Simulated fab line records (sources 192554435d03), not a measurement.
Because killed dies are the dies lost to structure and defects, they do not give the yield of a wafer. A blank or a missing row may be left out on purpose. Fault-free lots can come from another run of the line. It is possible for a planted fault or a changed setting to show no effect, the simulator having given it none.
What tool caused it? :: flow n5 finfet :: 11 lots with 32 wafers sampled at 4 steps, on a route of 1938 steps

WHAT THE GAUGES READ, wafer by wafer
The record holds no reading of a measuring or inspecting step that can be judged against a usual standard deviation.

WHAT TOOL EACH LOT RAN ON (gives the tool, then ch and the chambers of the sampled wafers, and finally the start)
lot: L276
N5_BEOL_M5_DESCUM_33: rie diel-03 ch 1,2,3, day 8 01:24
N5_BEOL_M5_ETCH_68: rie diel-03 ch 1,2,3, day 8 01:29
N5_BEOL_M5_CVD_47: cvd co-01 ch 0,1,2, day 8 03:34
N5_BEOL_M5_SPUTTER_81: pvd sputter-03, day 8 04:51

lot: L278
N5_BEOL_M5_DESCUM_33: rie diel-03 ch 1,2,3, day 8 05:53
N5_BEOL_M5_ETCH_68: rie diel-03 ch 1,2,3, day 8 05:58
N5_BEOL_M5_CVD_47: cvd co-02 ch 0,1, day 8 07:24
N5_BEOL_M5_SPUTTER_81: pvd sputter-02, day 8 08:41

lot: L277
N5_BEOL_M5_DESCUM_33: rie diel-03 ch 0,2, day 8 09:47
N5_BEOL_M5_ETCH_68: rie diel-03 ch 0,2, day 8 09:52
N5_BEOL_M5_CVD_47: cvd co-01 ch 1,2, day 8 11:34
N5_BEOL_M5_SPUTTER_81: pvd sputter-03, day 8 13:02

lot: L279
N5_BEOL_M5_DESCUM_33: rie diel-02 ch 0,2,3, day 9 07:21
N5_BEOL_M5_ETCH_68: rie diel-02 ch 0,2,3, day 9 07:26
N5_BEOL_M5_CVD_47: cvd co-02 ch 0,1,2, day 9 10:15
N5_BEOL_M5_SPUTTER_81: pvd sputter-01, day 9 11:31

lot: L281
N5_BEOL_M5_DESCUM_33: rie diel-03 ch 3, day 9 08:23
N5_BEOL_M5_ETCH_68: rie diel-03 ch 3, day 9 08:30
N5_BEOL_M5_CVD_47: cvd co-02 ch 0,2, day 9 11:14
N5_BEOL_M5_SPUTTER_81: pvd sputter-03, day 9 12:30

lot: L283
N5_BEOL_M5_DESCUM_33: rie diel-03 ch 0,1,2, day 10 01:47
N5_BEOL_M5_ETCH_68: rie diel-03 ch 0,1,2, day 10 01:52
N5_BEOL_M5_CVD_47: cvd co-02 ch 0,1,2, day 10 04:17
N5_BEOL_M5_SPUTTER_81: pvd sputter-01, day 10 05:52

lot: L290
N5_BEOL_M5_DESCUM_33: rie diel-03 ch 2,3, day 11 12:14
N5_BEOL_M5_ETCH_68: rie diel-03 ch 2,3, day 11 12:19
N5_BEOL_M5_CVD_47: cvd co-01 ch 0,1,2, day 11 13:41
N5_BEOL_M5_SPUTTER_81: pvd sputter-03, day 11 15:00

lot: L295
N5_BEOL_M5_DESCUM_33: rie diel-05 ch 2,3, day 13 01:56
N5_BEOL_M5_ETCH_68: rie diel-05 ch 2,3, day 13 02:01
N5_BEOL_M5_CVD_47: cvd co-02 ch 0,1,2, day 13 04:53
N5_BEOL_M5_SPUTTER_81: pvd sputter-03, day 13 06:14

lot: L297
N5_BEOL_M5_DESCUM_33: rie diel-03 ch 0,1,3, day 13 06:23
N5_BEOL_M5_ETCH_68: rie diel-03 ch 0,1,3, day 13 06:28
N5_BEOL_M5_CVD_47: cvd co-02 ch 0,1,2, day 13 07:58
N5_BEOL_M5_SPUTTER_81: pvd sputter-02, day 13 09:14

lot: L296
N5_BEOL_M5_DESCUM_33: rie diel-03 ch 1,2,3, day 13 10:14
N5_BEOL_M5_ETCH_68: rie diel-03 ch 1,2,3, day 13 10:19
N5_BEOL_M5_CVD_47: cvd co-02 ch 1,2, day 13 12:01
N5_BEOL_M5_SPUTTER_81: pvd sputter-01, day 13 13:17

lot: L298
N5_BEOL_M5_DESCUM_33: rie diel-05 ch 0,2,3, day 14 00:14
N5_BEOL_M5_ETCH_68: rie diel-05 ch 0,2,3, day 14 00:19
N5_BEOL_M5_CVD_47: cvd co-02 ch 0,1,2, day 14 01:47
N5_BEOL_M5_SPUTTER_81: pvd sputter-01, day 14 03:26
- N5_BEOL_M5_DESCUM_33: chemistry O2, time 7 s.
- N5_BEOL_M5_ETCH_68: etches SOC in N2/H2, target depth 80 nm, overetch 16 nm, time 120 s.
- N5_BEOL_M5_CVD_47: deposits Co from CCTBA/H2, target thk 3 nm, time 216 s.
- N5_BEOL_M5_SPUTTER_81: material Cu, target thk 15 nm, time 27.62 s.

AS READ BY THE TOOLS THEMSELVES (means over the sampled wafers that have a number; for cases with no such wafer, the mark the record gives instead)
N5_BEOL_M5_DESCUM_33. Usual: drypump motor current A 5.7 A, standard deviation 0.62; oes product au 0.79 a.u., standard deviation 0.066; rf vpp V 243.0 V, standard deviation 1.1; showerhead plenum p Torr 2.10 Torr, standard deviation 0.047; throttle valve pct 20.39 %, standard deviation 0.2.
lot: L276
tool: rie diel-03
drypump motor current A (A): 5.7
oes product au (a.u.): 0.81
rf vpp V (V): 244.6
showerhead plenum p Torr (Torr): 2.15
throttle valve pct (%): 20.33
flag: 

lot: L278
tool: rie diel-03
drypump motor current A (A): 5.7
oes product au (a.u.): 0.81
rf vpp V (V): 243.5
showerhead plenum p Torr (Torr): 2.14
throttle valve pct (%): 20.33
flag: 

lot: L277
tool: rie diel-03
drypump motor current A (A): 5.5
oes product au (a.u.): 0.76
rf vpp V (V): 242.7
showerhead plenum p Torr (Torr): 2.11
throttle valve pct (%): 20.52
flag: 

lot: L279
tool: rie diel-02
drypump motor current A (A): 5.7
oes product au (a.u.): 0.77
rf vpp V (V): 242.3
showerhead plenum p Torr (Torr): 2.09
throttle valve pct (%): 20.50
flag: 

lot: L281
tool: rie diel-03
drypump motor current A (A): 6.7
oes product au (a.u.): 0.82
rf vpp V (V): 243.2
showerhead plenum p Torr (Torr): 2.12
throttle valve pct (%): 20.28
flag: 

lot: L283
tool: rie diel-03
drypump motor current A (A): 5.3
oes product au (a.u.): 0.80
rf vpp V (V): 243.4
showerhead plenum p Torr (Torr): 2.12
throttle valve pct (%): 20.43
flag: 

lot: L290
tool: rie diel-03
drypump motor current A (A): 6.3
oes product au (a.u.): 0.76
rf vpp V (V): 243.8
showerhead plenum p Torr (Torr): 2.13
throttle valve pct (%): 20.40
flag: 

lot: L295
tool: rie diel-05
drypump motor current A (A): 6.2
oes product au (a.u.): 0.79
rf vpp V (V): 242.6
showerhead plenum p Torr (Torr): 2.06
throttle valve pct (%): 20.63
flag: 

lot: L297
tool: rie diel-03
drypump motor current A (A): 5.6
oes product au (a.u.): 0.81
rf vpp V (V): 242.8
showerhead plenum p Torr (Torr): 2.09
throttle valve pct (%): 20.37
flag: 

lot: L296
tool: rie diel-03
drypump motor current A (A): 5.7
oes product au (a.u.): 0.86
rf vpp V (V): 243.6
showerhead plenum p Torr (Torr): 2.13
throttle valve pct (%): 20.25
flag: 

lot: L298
tool: rie diel-05
drypump motor current A (A): 6.0
oes product au (a.u.): 0.83
rf vpp V (V): 241.8
showerhead plenum p Torr (Torr): 2.06
throttle valve pct (%): 20.34
flag: 

N5_BEOL_M5_ETCH_68. Usual: bias w 150.0 W, standard deviation 0.47; drypump motor current A 5.7 A, standard deviation 0.62; oes product au 0.61 a.u., standard deviation 0.048; rf vpp V 523.7 V, standard deviation 2; showerhead plenum p Torr 2.54 Torr, standard deviation 0.056; throttle valve pct 17.75 %, standard deviation 0.2.
lot: L276
tool: rie diel-03
bias w (W): 149.8
drypump motor current A (A): 5.7
oes product au (a.u.): 0.62
rf vpp V (V): 525.4
showerhead plenum p Torr (Torr): 2.60
throttle valve pct (%): 17.69
flag: 

lot: L278
tool: rie diel-03
bias w (W): 150.3
drypump motor current A (A): 5.7
oes product au (a.u.): 0.62
rf vpp V (V): 525.2
showerhead plenum p Torr (Torr): 2.60
throttle valve pct (%): 17.69
flag: 

lot: L277
tool: rie diel-03
bias w (W): 149.8
drypump motor current A (A): 5.5
oes product au (a.u.): 0.59
rf vpp V (V): 523.8
showerhead plenum p Torr (Torr): 2.54
throttle valve pct (%): 17.80
flag: 

lot: L279
tool: rie diel-02
bias w (W): 150.0
drypump motor current A (A): 5.8
oes product au (a.u.): 0.59
rf vpp V (V): 522.3
showerhead plenum p Torr (Torr): 2.53
throttle valve pct (%): 17.85
flag: 

lot: L281
tool: rie diel-03
bias w (W): 150.6
drypump motor current A (A): 6.6
oes product au (a.u.): 0.62
rf vpp V (V): 524.3
showerhead plenum p Torr (Torr): 2.57
throttle valve pct (%): 17.68
flag: 

lot: L283
tool: rie diel-03
bias w (W): 150.3
drypump motor current A (A): 5.3
oes product au (a.u.): 0.61
rf vpp V (V): 523.2
showerhead plenum p Torr (Torr): 2.56
throttle valve pct (%): 17.76
flag: 

lot: L290
tool: rie diel-03
bias w (W): 149.8
drypump motor current A (A): 6.3
oes product au (a.u.): 0.58
rf vpp V (V): 524.6
showerhead plenum p Torr (Torr): 2.57
throttle valve pct (%): 17.74
flag: 

lot: L295
tool: rie diel-05
bias w (W): 149.5
drypump motor current A (A): 6.2
oes product au (a.u.): 0.60
rf vpp V (V): 523.2
showerhead plenum p Torr (Torr): 2.49
throttle valve pct (%): 17.97
flag: 

lot: L297
tool: rie diel-03
bias w (W): 150.2
drypump motor current A (A): 5.6
oes product au (a.u.): 0.61
rf vpp V (V): 524.1
showerhead plenum p Torr (Torr): 2.53
throttle valve pct (%): 17.74
flag: 

lot: L296
tool: rie diel-03
bias w (W): 150.0
drypump motor current A (A): 5.7
oes product au (a.u.): 0.65
rf vpp V (V): 525.0
showerhead plenum p Torr (Torr): 2.58
throttle valve pct (%): 17.60
flag: 

lot: L298
tool: rie diel-05
bias w (W): 149.8
drypump motor current A (A): 6.0
oes product au (a.u.): 0.63
rf vpp V (V): 521.9
showerhead plenum p Torr (Torr): 2.49
throttle valve pct (%): 17.75
flag: 

N5_BEOL_M5_CVD_47. Usual: 238.8 s for run length s, sd 0.38.
lot: L276
tool: cvd co-01
run length s (s): 238.6
flag: 

lot: L278
tool: cvd co-02
run length s (s): 238.9
flag: 

lot: L277
tool: cvd co-01
run length s (s): 238.3
flag: 

lot: L279
tool: cvd co-02
run length s (s): 239.0
flag: 

lot: L281
tool: cvd co-02
run length s (s): 239.1
flag: 

lot: L283
tool: cvd co-02
run length s (s): 238.7
flag: 

lot: L290
tool: cvd co-01
run length s (s): 237.4
flag: OFF

lot: L295
tool: cvd co-02
run length s (s): 238.9
flag: 

lot: L297
tool: cvd co-02
run length s (s): 238.8
flag: 

lot: L296
tool: cvd co-02
run length s (s): 239.0
flag: 

lot: L298
tool: cvd co-02
run length s (s): 239.3
flag: 

N5_BEOL_M5_SPUTTER_81. Usual: chuck gas flow sccm 1.26 sccm, standard deviation 0.052; throttle valve pct 29.8 %, standard deviation 1.1.
lot: L276
tool: pvd sputter-03
chuck gas flow sccm (sccm): 1.25
throttle valve pct (%): 29.1
flag: 

lot: L278
tool: pvd sputter-02
chuck gas flow sccm (sccm): 1.31
throttle valve pct (%): 29.3
flag: 

lot: L277
tool: pvd sputter-03
chuck gas flow sccm (sccm): 1.34
throttle valve pct (%): 30.3
flag: 

lot: L279
tool: pvd sputter-01
chuck gas flow sccm (sccm): 1.27
throttle valve pct (%): 30.3
flag: 

lot: L281
tool: pvd sputter-03
chuck gas flow sccm (sccm): 1.25
throttle valve pct (%): 29.2
flag: 

lot: L283
tool: pvd sputter-01
chuck gas flow sccm (sccm): 1.25
throttle valve pct (%): 29.7
flag: 

lot: L290
tool: pvd sputter-03
chuck gas flow sccm (sccm): 1.27
throttle valve pct (%): 29.6
flag: 

lot: L295
tool: pvd sputter-03
chuck gas flow sccm (sccm): 1.29
throttle valve pct (%): 30.0
flag: 

lot: L297
tool: pvd sputter-02
chuck gas flow sccm (sccm): 1.27
throttle valve pct (%): 29.2
flag: 

lot: L296
tool: pvd sputter-01
chuck gas flow sccm (sccm): 1.21
throttle valve pct (%): 29.6
flag: 

lot: L298
tool: pvd sputter-01
chuck gas flow sccm (sccm): 1.30
throttle valve pct (%): 30.3
flag: 

THE ANSWER, worked out from the rows above alone
Rule: a lot counts as off when the mean over its wafers that have a number is more than 3 standard deviations away from the usual mean. A lot without any number at a reading at which 4 lots or more have one is off too. Where the step has rows for the other lots, those lots are counted as sound. First the gauges in route order, then the tools' own readings, where a lot's mean is used as printed above. The first step at which some lot is off is used, and at that step the reading that is off furthest; a lot without a number counts as furthest.
Off, at N5_BEOL_M5_CVD_47 on run length s: L290.
If a tool, at that step or one of the process steps before it, ran each lot that is off and ran no sound lot following the first of them, it fits. One candidate fits, namely cvd co-01 at N5_BEOL_M5_CVD_47. Its last sound lot is L277 (day 8 11:34), its first lot that is off L290 (day 11 13:41): a fault that began between those two fits.
On the lots that are off, the tool's own readings at N5_BEOL_M5_CVD_47 differ by more than 5 times the standard deviation of the sound lots' means, which bears it out; run length s reads 237.4 s there versus 238.9 s on the sound lots.

WHAT WAS PUT IN BY THE SIMULATOR
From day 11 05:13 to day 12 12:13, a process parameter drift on cvd co-01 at N5_BEOL_M5_CVD_47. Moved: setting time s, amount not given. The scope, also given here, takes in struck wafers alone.
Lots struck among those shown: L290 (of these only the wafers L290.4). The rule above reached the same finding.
